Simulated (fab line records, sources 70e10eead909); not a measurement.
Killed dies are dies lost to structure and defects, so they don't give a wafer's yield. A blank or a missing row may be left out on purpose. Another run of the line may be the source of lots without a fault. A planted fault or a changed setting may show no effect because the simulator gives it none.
Which tool is to blame?	flow nandHarc	24 lots, 72 wafers sampled, at 6 steps of a route of 1302

## WHAT EACH GAUGE READ, for each wafer
NHARC_A_CONTACT_CD_MEAS_15.
lot	measured	on	cdNm (nm)
L074	day 22 16:16	cdSem-02	190.0 189.7 189.5
L075	day 23 05:51	cdSem-01	189.8 189.3 190.3
L077	day 23 09:20	cdSem-01	189.6 189.9 188.9
L076	day 23 14:19	cdSem-03	189.9 190.1 190.8
L079	day 24 13:44	cdSem-02	190.0 191.5 190.1
L078	day 24 21:40	cdSem-02	190.1 191.0 190.7
L080	day 25 15:26	cdSem-02	190.6 190.0 190.1
L082	day 25 16:35	cdSem-03	191.0 189.7 191.0
L081	day 26 06:53	cdSem-03	191.1 190.0 190.9
L083	day 26 08:44	cdSem-02	189.6 189.6 189.9
L085	day 26 10:50	cdSem-02	190.7 190.8 190.8
L084	day 26 22:31	cdSem-02	190.4 189.5 189.5
L086	day 27 02:37	cdSem-02	189.9 190.1 190.0
L087	day 27 11:15	cdSem-02	190.3 190.4 190.5
L088	day 28 02:37	cdSem-02	190.2 189.5 190.3
L089	day 28 06:11	cdSem-02	188.9 188.7 189.3
L090	day 28 23:35	cdSem-03	189.9 189.7 190.2
L091	day 29 16:35	cdSem-03	190.6 190.0 191.0
L092	day 30 03:43	cdSem-03	189.1 188.2 188.7
L093	day 30 04:58	cdSem-02	189.0 190.5 190.4
L094	day 30 12:53	cdSem-02	190.8 189.1 189.5
L097	day 31 06:28	cdSem-02	190.6 191.0 190.9
L096	day 31 08:50	cdSem-03	190.7 189.4 190.9
L095	day 31 10:39	cdSem-01	189.2 190.5 188.8

NHARC_A_BLC_CD_MEAS_10 targets a cd of 100 nm.
lot	measured	on	cdNm (nm)
L074	day 22 19:13	cdSem-01	100.0 99.6 100.6
L075	day 23 09:04	cdSem-03	100.0 99.4 99.9
L077	day 23 12:11	cdSem-02	100.2 99.6 100.2
L076	day 23 17:08	cdSem-01	99.3 99.5 99.6
L079	day 24 16:40	cdSem-03	99.6 100.6 100.2
L078	day 25 00:40	cdSem-01	99.9 98.3 100.2
L080	day 25 18:14	cdSem-01	99.7 99.6 100.6
L082	day 25 20:14	cdSem-01	100.4 99.5 99.7
L081	day 26 09:49	cdSem-03	101.4 100.0 99.3
L083	day 26 11:32	cdSem-01	99.6 99.7 100.1
L085	day 26 13:46	cdSem-01	101.5 100.8 100.2
L084	day 27 01:34	cdSem-03	100.2 101.0 99.2
L086	day 27 05:27	cdSem-03	99.8 100.7 99.6
L087	day 27 14:12	cdSem-03	100.0 101.1 100.0
L088	day 28 05:31	cdSem-02	100.7 101.0 100.7
L089	day 28 09:10	cdSem-02	101.7 100.4 100.0
L090	day 29 02:32	cdSem-02	99.5 100.4 100.1
L091	day 29 19:48	cdSem-02	100.0 99.6 100.0
L092	day 30 06:41	cdSem-01	99.0 99.7 99.6
L093	day 30 07:57	cdSem-02	99.6 98.4 98.8
L094	day 30 15:52	cdSem-03	99.1 99.7 98.9
L097	day 31 09:27	cdSem-02	99.2 99.7 101.3
L096	day 31 11:48	cdSem-02	100.4 100.1 99.1
L095	day 31 14:02	cdSem-01	101.2 99.9 99.3

## WHICH TOOL RAN EACH LOT (tool, then ch and the chambers of the sampled wafers, then the start)
lot	NHARC_A_CONTACT_DEP_85	NHARC_A_CONTACT_DESCUM_13	NHARC_A_CONTACT_ETCH_136	NHARC_A_CONTACT_STRIP_26
L074	pecvd-04 ch 0,2, day 22 11:44	rieDiel-02 ch 0,2, day 22 12:38	harCapEtch-02 ch 0,1, day 22 14:35	rieDiel-11 ch 0,3, day 22 19:13 or earlier
L075	pecvd-02 ch 0,2, day 23 01:39	rieDiel-11 ch 1,3, day 23 02:32	harCapEtch-01 ch 0,1, day 23 04:20	rieDiel-13 ch 0,1,3, day 23 09:04 or earlier
L077	pecvd-04 ch 0,1,2, day 23 04:55	rieDiel-13 ch 1,2, day 23 05:50	harCapEtch-03 ch 0,1, day 23 07:44	rieDiel-11 ch 1,3, day 23 12:11 or earlier
L076	pecvd-01 ch 0,2, day 23 08:23	rieDiel-02 ch 1,2, day 23 09:08	harCapEtch-02 ch 0,1, day 23 12:47	rieDiel-11 ch 0,3, day 23 17:08 or earlier
L079	pecvd-04 ch 0,1,2, day 24 09:37	rieDiel-02 ch 1,2,3, day 24 10:32	harCapEtch-03 ch 0,1, day 24 12:08	rieDiel-11 ch 0,1,3, day 24 16:40 or earlier
L078	pecvd-04 ch 0,2, day 24 17:41	rieDiel-11 ch 0,1,3, day 24 18:29	harCapEtch-03 ch 0,1, day 24 20:05	rieDiel-11 ch 0,3, day 25 00:40 or earlier
L080	pecvd-02 ch 0,2, day 25 10:49	rieDiel-11 ch 0,1,3, day 25 11:44	harCapEtch-01 ch 0,1, day 25 13:50	rieDiel-02 ch 0,1,2, day 25 18:14 or earlier
L082	pecvd-04 ch 0,1, day 25 12:35	rieDiel-02 ch 1,3, day 25 13:22	harCapEtch-02 ch 0,1, day 25 14:57	rieDiel-11 ch 1,2,3, day 25 20:14 or earlier
L081	pecvd-02 ch 1,2, day 26 02:57	rieDiel-11 ch 0,2, day 26 03:43	harCapEtch-02 ch 0,1, day 26 05:20	rieDiel-02 ch 0,2,3, day 26 09:49 or earlier
L083	pecvd-02 ch 0,1,2, day 26 04:38	rieDiel-02 ch 0,1,3, day 26 05:34	harCapEtch-01 ch 0,1, day 26 07:09	rieDiel-11 ch 0,2,3, day 26 11:32 or earlier
L085	pecvd-02 ch 0,1,2, day 26 06:45	rieDiel-11 ch 1,2,3, day 26 07:39	harCapEtch-03 ch 0,1, day 26 09:20	rieDiel-13 ch 0,2,3, day 26 13:46 or earlier
L084	pecvd-02 ch 0,1,2, day 26 15:40	rieDiel-13 ch 1,2,3, day 26 16:27	harCapEtch-03 ch 0,1, day 26 20:56	rieDiel-02 ch 0,3, day 27 01:34 or earlier
L086	pecvd-01 ch 0,1,2, day 26 22:23	rieDiel-02 ch 0,1,3, day 26 23:15	harCapEtch-01 ch 0,1, day 27 01:09	rieDiel-11 ch 1,2, day 27 05:27 or earlier
L087	pecvd-02 ch 0,1,2, day 27 06:42	rieDiel-02 ch 0,3, day 27 07:38	harCapEtch-02 ch 0,1, day 27 09:29	rieDiel-11 ch 0,1,2, day 27 14:12 or earlier
L088	pecvd-04 ch 0,1, day 27 22:28	rieDiel-11 ch 0,2,3, day 27 23:13	harCapEtch-02 ch 0,1, day 28 00:55	rieDiel-02 ch 1,3, day 28 05:31 or earlier
L089	pecvd-01 ch 0,1,2, day 28 02:05	rieDiel-11 ch 0,1, day 28 02:59	harCapEtch-01 ch 0,1, day 28 04:38	rieDiel-02 ch 0,1,3, day 28 09:10 or earlier
L090	pecvd-02 ch 0,1,2, day 28 19:31	rieDiel-11 ch 0,1,3, day 28 20:25	harCapEtch-01 ch 0,1, day 28 21:59	rieDiel-11 ch 0,1, day 29 02:32 or earlier
L091	pecvd-02 ch 0,1,2, day 29 12:31	rieDiel-11 ch 0,1,2, day 29 13:23	harCapEtch-02 ch 0,1, day 29 15:02	rieDiel-02 ch 1,2,3, day 29 19:48 or earlier
L092	pecvd-04 ch 1,2, day 29 23:44	rieDiel-13 ch 0,1,3, day 30 00:31	harCapEtch-02 ch 0,1, day 30 02:07	rieDiel-11 ch 0,1,3, day 30 06:41 or earlier
L093	pecvd-01 ch 0,2, day 30 00:13	rieDiel-11 ch 0,1,3, day 30 01:08	harCapEtch-01 ch 0,1, day 30 02:56	rieDiel-02 ch 0,1,3, day 30 07:57 or earlier
L094	pecvd-04 ch 0,1,2, day 30 08:50	rieDiel-11 ch 0,1,2, day 30 09:36	harCapEtch-01 ch 0,1, day 30 11:14	rieDiel-02 ch 1,3, day 30 15:52 or earlier
L097	pecvd-01 ch 0,1,2, day 31 02:21	rieDiel-11 ch 0,2,3, day 31 03:17	harCapEtch-03 ch 0,1, day 31 04:53	rieDiel-02 ch 0,2,3, day 31 09:27 or earlier
L096	pecvd-01 ch 1,2, day 31 04:43	rieDiel-11 ch 1,2, day 31 05:38	harCapEtch-02 ch 1, day 31 07:14	rieDiel-11 ch 1,2,3, day 31 11:48 or earlier
L095	pecvd-01 ch 0,2, day 31 06:30	rieDiel-11 ch 0,3, day 31 07:21	harCapEtch-03 ch 0,1, day 31 08:56	rieDiel-11 ch 0,1, day 31 14:02 or earlier
- NHARC_A_CONTACT_DEP_85: deposits SiON, target thk 60 nm.
- NHARC_A_CONTACT_DESCUM_13: chemistry O2, time 3 s.
- NHARC_A_CONTACT_ETCH_136: etches the open film in C4F8/O2/Ar, time 311 s, target depth 1912 nm.
- NHARC_A_CONTACT_STRIP_26: strips in O2.

## AS READ BY THE TOOLS THEMSELVES (means over the sampled wafers that have a number; for cases with no such wafer, the mark the record gives instead)
NHARC_A_CONTACT_DEP_85.
lot	tool	heaterPowerW (W)	showerheadVppV (V)
L074	pecvd-04	650	1159
L075	pecvd-02	610	1108
L077	pecvd-04	716	1134
L076	pecvd-01	764	1162
L079	pecvd-04	714	1119
L078	pecvd-04	723	1123
L080	pecvd-02	642	1115
L082	pecvd-04	654	1163
L081	pecvd-02	792	1112
L083	pecvd-02	721	1115
L085	pecvd-02	705	1113
L084	pecvd-02	728	1108
L086	pecvd-01	763	1149
L087	pecvd-02	735	1110
L088	pecvd-04	643	1152
L089	pecvd-01	745	1153
L090	pecvd-02	692	1111
L091	pecvd-02	722	1116
L092	pecvd-04	794	1101
L093	pecvd-01	728	1173
L094	pecvd-04	718	1130
L097	pecvd-01	733	1147
L096	pecvd-01	775	1123
L095	pecvd-01	772	1169

NHARC_A_CONTACT_DESCUM_13.
lot	tool	chamberPressureMTorr (mTorr)	drypumpMotorCurrentA (A)	oesProductAu (a.u.)	rfVppV (V)	showerheadPlenumPTorr (Torr)	throttleValvePct (%)
L074	rieDiel-02	59.97	6.0	0.989	58.8	1.94	11.309
L075	rieDiel-11	60.04	5.8	0.990	58.1	2.02	11.309
L077	rieDiel-13	59.98	6.1	1.000	59.0	2.00	11.307
L076	rieDiel-02	59.96	5.6	0.976	59.1	1.99	11.318
L079	rieDiel-02	59.99	5.4	0.996	57.8	1.93	11.318
L078	rieDiel-11	60.00	5.9	0.992	58.7	2.01	11.309
L080	rieDiel-11	60.03	5.9	0.988	57.9	2.01	11.312
L082	rieDiel-02	59.97	5.5	0.996	59.0	2.00	11.306
L081	rieDiel-11	60.07	5.9	0.988	59.0	1.98	11.313
L083	rieDiel-02	60.00	5.7	1.000	58.2	1.97	11.305
L085	rieDiel-11	60.05	5.8	0.991	58.4	1.93	11.318
L084	rieDiel-13	60.02	5.7	1.000	58.6	1.95	11.310
L086	rieDiel-02	59.97	5.7	0.997	57.5	1.97	11.312
L087	rieDiel-02	59.96	6.0	1.005	57.5	1.93	11.312
L088	rieDiel-11	60.02	5.9	1.004	57.7	1.93	11.317
L089	rieDiel-11	60.01	5.9	0.992	57.6	2.06	11.313
L090	rieDiel-11	60.03	5.9	0.992	58.3	2.00	11.308
L091	rieDiel-11	59.96	5.8	0.996	57.8	1.97	11.313
L092	rieDiel-13	60.02	5.6	1.000	58.5	1.96	11.316
L093	rieDiel-11	60.02	5.9	0.992	59.2	2.00	11.311
L094	rieDiel-11	60.01	5.8	0.994	58.8	1.97	11.309
L097	rieDiel-11	60.00	5.9	1.004	57.9	1.92	11.305
L096	rieDiel-11	59.99	5.7	0.998	57.9	1.89	11.314
L095	rieDiel-11	60.08	5.9	1.010	57.4	1.95	11.312

NHARC_A_CONTACT_ETCH_136.
lot	tool	chamberPressureMTorr (mTorr)
L074	harCapEtch-02	19.998
L075	harCapEtch-01	20.008
L077	harCapEtch-03	19.997
L076	harCapEtch-02	20.017
L079	harCapEtch-03	20.009
L078	harCapEtch-03	20.015
L080	harCapEtch-01	19.997
L082	harCapEtch-02	19.990
L081	harCapEtch-02	19.984
L083	harCapEtch-01	19.998
L085	harCapEtch-03	19.996
L084	harCapEtch-03	19.995
L086	harCapEtch-01	20.014
L087	harCapEtch-02	20.005
L088	harCapEtch-02	19.997
L089	harCapEtch-01	20.003
L090	harCapEtch-01	19.995
L091	harCapEtch-02	20.006
L092	harCapEtch-02	20.006
L093	harCapEtch-01	19.995
L094	harCapEtch-01	19.987
L097	harCapEtch-03	20.006
L096	harCapEtch-02	20.012
L095	harCapEtch-03	19.990

NHARC_A_CONTACT_STRIP_26.
lot	tool	chamberPressureMTorr (mTorr)	drypumpMotorCurrentA (A)	oesProductAu (a.u.)	rfVppV (V)	showerheadPlenumPTorr (Torr)	throttleValvePct (%)
L074	rieDiel-11	60.01	5.9	0.997	58.9	3.62	17.033
L075	rieDiel-13	59.96	5.6	1.010	58.1	3.64	17.027
L077	rieDiel-11	60.01	5.8	0.987	58.0	3.62	17.037
L076	rieDiel-11	59.95	6.0	1.000	58.4	3.70	17.035
L079	rieDiel-11	59.97	5.9	0.998	57.8	3.70	17.034
L078	rieDiel-11	60.02	5.9	0.990	58.0	3.61	17.036
L080	rieDiel-02	60.06	5.8	0.997	57.9	3.61	17.041
L082	rieDiel-11	60.00	5.7	0.983	57.3	3.55	17.037
L081	rieDiel-02	59.99	5.6	1.000	58.5	3.51	17.038
L083	rieDiel-11	59.98	5.9	0.989	58.3	3.55	17.031
L085	rieDiel-13	60.00	5.6	1.010	58.3	3.53	17.037
L084	rieDiel-02	60.02	6.0	1.002	57.4	3.57	17.031
L086	rieDiel-11	60.03	5.7	0.997	59.1	3.64	17.031
L087	rieDiel-11	59.96	5.8	0.997	58.4	3.64	17.035
L088	rieDiel-02	60.01	5.5	0.990	58.5	3.66	17.036
L089	rieDiel-02	59.96	5.7	0.993	57.9	3.61	17.032
L090	rieDiel-11	60.00	5.8	0.990	58.4	3.78	17.038
L091	rieDiel-02	60.04	5.4	0.993	58.2	3.55	17.039
L092	rieDiel-11	60.01	5.9	0.995	57.8	3.69	17.042
L093	rieDiel-02	60.00	5.7	1.002	57.8	3.61	17.035
L094	rieDiel-02	59.96	5.5	1.000	58.0	3.65	17.040
L097	rieDiel-02	59.93	5.6	0.991	57.8	3.49	17.037
L096	rieDiel-11	59.95	5.8	1.000	57.0	3.54	17.026
L095	rieDiel-11	60.04	5.8	0.980	58.7	3.77	17.034

## THE ANSWER, worked out from the rows above alone
Rule: usual is defined by the lots themselves. Put in order of their means at a reading, lots are off if they are a third of the lots or fewer, leave a main group of 4 or more, and stand apart from it by a gap of 3 or more times the standard deviation of the main group's means; of several such gaps the widest counts. A main group is skipped when, at the precision printed for the reading in the tables above, its means are all equal. Also off: a lot with no number at a reading for which 4 or more lots have one. Where the step has rows for the other lots, those lots are counted as sound. After the gauges, taken in route order, come the tools' own readings; for these a lot's mean is taken, as printed above. The first step at which some lot is off is used, and at that step the reading that is off furthest; a lot without a number counts as furthest.
No lot is off on any of the readings shown, so nothing can be concluded from this.

## WHAT HAD BEEN PUT IN BY THE SIMULATOR
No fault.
